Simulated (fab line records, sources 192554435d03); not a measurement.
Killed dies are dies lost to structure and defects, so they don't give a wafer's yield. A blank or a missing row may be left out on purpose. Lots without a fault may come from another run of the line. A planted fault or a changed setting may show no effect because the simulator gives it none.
A struck lot beside a sound one | flow n5_finfet | 36 steps out of a route of 1938
Sound: wafers L385.2, L385.3, L385.6. Struck: wafer L376.5. (L376.1, L376.4 of the same lot were not struck and are left out.) The cause comes at the end.
At each step with rows: each side's tool, then ch and its chambers, then its first start. Under that, the readings that differ: sound wafers | struck wafers | difference of the means | sigmas: that difference in standard deviations of wafers without a fault.
alike: readings whose means differ by less than 2 such deviations, and words and numbers that are the same on both sides. not compared: withheld readings, readings that some wafer has no value for, bounds like >300 that may hide the same value, and numbers for which the record gives no deviation and whose values overlap.
The two part at a step that has a row with sigmas, a row that says differs or no value, or rows on one side only. Numbers that don't overlap but have no deviation are shown without sigmas and don't part them. A reading that every wafer of one side lacks parts them only if that side has two wafers or more.

first, 8 steps without rows for these wafers: N5_BEOL_M6_SPUTTER_48 (material Cu, target thk 10 nm, time 1.667 s); N5_BEOL_M6_ECD_50 (material Cu, target thk 300 nm); N5_BEOL_M6_ANNEAL_51 (time 90 s); N5_BEOL_M6_CMP_52 (polishes, stops on SiCOH lowk, t overpolish 6.9 s, target thk 80 nm); N5_BEOL_M6_PRE_CLEAN_55 (time 15 s); N5_BEOL_M6_DEP_56 (deposits SiCN from 3MS/NH3, target thk 10 nm, time 17.5 s); N5_BEOL_M7_ILD_DEP_00 (deposits SiCOH lowk from DEMS/porogen, target thk 179.75 nm, time 33.4 s); N5_BEOL_M7_CURE_74 (cures SiCOH lowk, time 240 s).
N5_BEOL_M7_PECVD_70: deposits SiO2 from TEOS/O2, target thk 20 nm, time 22.7 s.
  sound on pecvd-02 ch 1,2, day 17 07:42; struck on pecvd-02 ch 0, day 13 21:40
  reading                                    | sound        | struck | difference | sigmas
  model.SiO2_of_BEOL_M7_PECVD_70.thk_nm (nm) | 19.8 20 20.2 | 21.4   | +1.4       |
  alike: heater_power_w, showerhead_plenum_p_Torr, throttle_valve_pct
then, 25 steps without rows for these wafers: N5_BEOL_M7_HM_DEP_02 (deposits TiN, target thk 20 nm); N5_BEOL_M7_COAT_59 (time 60 s, resist thk 100 nm); N5_BEOL_M7_COAT_60 (time 60 s, resist thk 35 nm); N5_BEOL_M7_COAT_05 (resist thk 90 nm); N5_BEOL_M7_EBR_07; N5_BEOL_M7_SOFTBAKE_06 (time 60 s); N5_BEOL_M7_EXPOSE_08 (exposes mask M7); N5_BEOL_M7_PEB_09 (peb time 60 s); N5_BEOL_M7_DEVELOP_10 (develop time 30 s); N5_BEOL_M7_DESCUM_16 (chemistry O2, time 7.9 s); N5_BEOL_M7_ETCH_61 (etches SiARC in CF4, target depth 45.5 nm, time 75.8 s); N5_BEOL_M7_ETCH_62 (etches SOC in N2/H2, target depth 110 nm, overetch 22 nm, time 165 s); N5_BEOL_M7_STRIP_68 (strips in N2/H2); N5_BEOL_M7_STRIP_67 (strips in CF4); N5_BEOL_M7_HM_OPEN_17 (chemistry Cl2/BCl3, target TiN, target depth 20 nm, overetch 6 nm); N5_BEOL_M7_STRIP_19 (strips in O2); N5_BEOL_M7_COAT_63 (time 60 s, resist thk 60 nm); N5_BEOL_M7_COAT_64 (time 60 s, resist thk 12 nm); N5_BEOL_M7_COAT_71 (time 60 s, resist thk 5 nm); N5_BEOL_M7_COAT_22 (resist thk 30 nm); N5_BEOL_M7_EBR_24; N5_BEOL_M7_SOFTBAKE_23 (time 60 s); N5_BEOL_M7_EXPOSE_25 (exposes mask V6, target cd 40 nm); N5_BEOL_M7_PEB_26 (peb time 60 s); N5_BEOL_M7_DEVELOP_27 (develop time 30 s).
N5_BEOL_M7_HM_STRIP_39: strips TiN in peroxide tin strip, target depth 25 nm, time 158 s.
  sound on wet_bench-03 ch 1,4,5, day 17 12:02; struck on wet_bench-03 ch 6, day 14 00:32
  reading                                    | sound        | struck | difference | sigmas
  model.SiO2_of_BEOL_M7_PECVD_70.thk_nm (nm) | 19.8 19.8 20 | 21.4   | +1.5       |
  alike: bath_heat_duty_pct
-- the record jumps here: 3 days lie between the struck wafers' starts before and after (it left off in module BEOL_M7 and takes up again in module PASSIVATION, whose first step shown is number 1936 of the route) --
N5_PASSIVATION_PROBE_49:
  sound on prober-02, day 20 22:44; struck on prober-02, day 17 01:20
  reading                 | sound       | struck | difference | sigmas
  sort_bin_5_function (%) | 7.0 5.0 5.8 | 4.1    | -1.8       | -2
  alike: defect_limited_yield, killed_at_M0_to_M3, killed_at_M4_up, killed_at_contacts, killed_at_front_end, killed_at_other, killed_dies, killed_open, killed_short, sort_bin_6_memory, sort_n_pass, sort_yield_pct

WHERE THEY PART
Only at N5_PASSIVATION_PROBE_49, within this record.

WHY: what the simulator had put in
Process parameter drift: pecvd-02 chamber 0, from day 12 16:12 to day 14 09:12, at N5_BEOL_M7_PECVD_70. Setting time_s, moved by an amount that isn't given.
